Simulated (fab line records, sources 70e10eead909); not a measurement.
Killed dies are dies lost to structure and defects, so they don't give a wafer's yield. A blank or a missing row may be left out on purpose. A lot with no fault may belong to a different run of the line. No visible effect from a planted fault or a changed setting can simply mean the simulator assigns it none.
Which tool did it? | flow nand_harc | 6 lots, 18 wafers sampled, at 4 steps of a route of 1159

## WHAT THE GAUGES SHOWED, per wafer
NHARC_A_ONON_D1_THK_MEAS_08: measures by ellipsometry.
lot  | measured     | on            | thk_nm (nm)
L476 | day 8 04:38  | film_metro-02 | 1018 1020 1021
L480 | day 8 20:19  | film_metro-01 | 1004 1004 1005
L483 | day 9 17:59  | film_metro-02 | 270 270 270
L485 | day 10 06:16 | film_metro-02 | 293 295 294
L490 | day 11 19:24 | film_metro-01 | 995 994 993
L494 | day 12 09:25 | film_metro-02 | 1017 1017 1017

## WHAT TOOL EACH LOT RAN ON (gives the tool, then ch and the chambers of the sampled wafers, and finally the start)
lot  | NHARC_P_BONDPAD_ETCH_24                       | NHARC_P_BONDPAD_ANNEAL_28        | NHARC_A_ONON_D1_DEP_06
L476 | rie_diel-08 ch 0,2,3, day 7 01:41 or earlier  | rtp_anneal-01 ch 0, day 7 01:41  | pecvd_onon-03 ch 0, day 8 04:11
L480 | rie_diel-02 ch 0,1, day 7 18:05 or earlier    | rtp_anneal-01 ch 0, day 7 18:05  | pecvd_onon-01 ch 0, day 8 19:49
L483 | rie_diel-11 ch 0,2,3, day 8 15:25 or earlier  | rtp_anneal-01 ch 0, day 8 15:25  | pecvd_onon-03 ch 0, day 9 17:29
L485 | rie_diel-02 ch 0,1, day 9 06:19 or earlier    | rtp_anneal-02 ch 0, day 9 06:19  | pecvd_onon-03 ch 0, day 10 05:47
L490 | rie_diel-08 ch 0,2,3, day 10 16:06            | rtp_anneal-02 ch 0, day 10 17:17 | pecvd_onon-01 ch 0, day 11 18:57
L494 | rie_diel-08 ch 1,2,3, day 11 04:16 or earlier | rtp_anneal-02 ch 0, day 11 04:16 | pecvd_onon-02 ch 0, day 12 08:54
- NHARC_P_BONDPAD_ETCH_24: etches the open film in CF4/N2, target depth 30 nm, time 72.99 s.
- NHARC_P_BONDPAD_ANNEAL_28: time 90 s.
- NHARC_A_ONON_D1_DEP_06: target thk 1000 nm.

## THE ANSWER, worked out from the rows above alone
Rule: the usual values come from the lots themselves. Put in order of their means at a reading, lots are off if they are a third of the lots or fewer, leave a main group of 4 or more, and stand apart from it by a gap of 3 or more times the standard deviation of the main group's means; of several such gaps the widest counts. The tables above print the reading to a certain number of digits; a main group whose means all agree to those digits is not used. Also off: a lot with no number at a reading for which 4 or more lots have one. Any other lot the step has rows for is counted as sound.
Off, at NHARC_A_ONON_D1_THK_MEAS_08 on thk_nm: L483, L485. Main group: mean 1009 nm, sd 10.
If a tool, at a process step before that reading, ran all the lots that are off and no sound lot after the first of them, it fits. The gauges at NHARC_A_ONON_D1_THK_MEAS_08 are tried like those tools. With no start given for some of its lots, NHARC_P_BONDPAD_ETCH_24 uses the hours and lot order of NHARC_P_BONDPAD_ANNEAL_28. One fits: NHARC_A_ONON_D1_DEP_06 on pecvd_onon-03. Its last sound lot is L476 (day 8 04:11), its first lot that is off L483 (day 9 17:29): a fault that began between those two fits.

## WHAT HAD BEEN PUT IN BY THE SIMULATOR
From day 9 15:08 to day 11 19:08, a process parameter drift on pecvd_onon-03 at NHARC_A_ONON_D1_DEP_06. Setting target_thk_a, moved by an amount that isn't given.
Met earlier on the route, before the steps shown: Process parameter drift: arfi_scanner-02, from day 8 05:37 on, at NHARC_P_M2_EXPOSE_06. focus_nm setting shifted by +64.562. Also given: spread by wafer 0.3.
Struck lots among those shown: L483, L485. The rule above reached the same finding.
